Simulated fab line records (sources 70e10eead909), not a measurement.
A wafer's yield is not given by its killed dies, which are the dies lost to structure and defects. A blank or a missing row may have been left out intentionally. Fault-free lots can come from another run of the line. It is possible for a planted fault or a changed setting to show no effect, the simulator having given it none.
Matching of chambers	flow nand_harc	NHARC_A_STAIRCASE_ETCH_253 on rie_diel-04: 4 sister chambers
The step etches the open film in C4F8/O2, target depth 50 nm, time 20.2 s. 4 wafers are shown with their chamber, then 9 later ones without.

WAFERS, EACH WITH ITS CHAMBER
wafer	chamber	rf_vpp_V (V)
L085.5	0	898
L088.1	1	896
L088.3	2	898
L088.4	3	888

WAFERS WHOSE CHAMBER IS MISSING
wafer	rf_vpp_V (V)
L090.1	895
L090.2	888
L090.4	898
L096.1	897
L096.5	889
L096.6	897
L097.2	898
L097.4	895
L097.5	895

WHICH CHAMBER EACH ONE RAN IN
wafer	from the rows above	in truth
L090.1	1	1
L090.2	3	3
L090.4	can't be placed: 0 or 2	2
L096.1	can't be placed: 0 or 1 or 2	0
L096.5	3	3
L096.6	can't be placed: 0 or 1 or 2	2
L097.2	can't be placed: 0 or 2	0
L097.4	1	1
L097.5	1	1
Placed correctly: 5 of 9. Unplaceable from these rows: 4, with the true chamber sitting among the candidates in 4. Placed wrongly: 0.
How it was worked out, from the rows above alone: a wafer's distance from a chamber is the root of the sum, over the readings, of the square of ((its reading less the chamber's mean) divided by the reading's scatter). The wafer belongs to the nearest chamber; if the next one is less than 2 further off, it can't be placed. For every chamber, the mean is computed from those of its wafers that are shown. The scatter (one wafer shown for each chamber): square how far every hidden wafer sits from the nearest shown wafer, average those squares and take the square root.
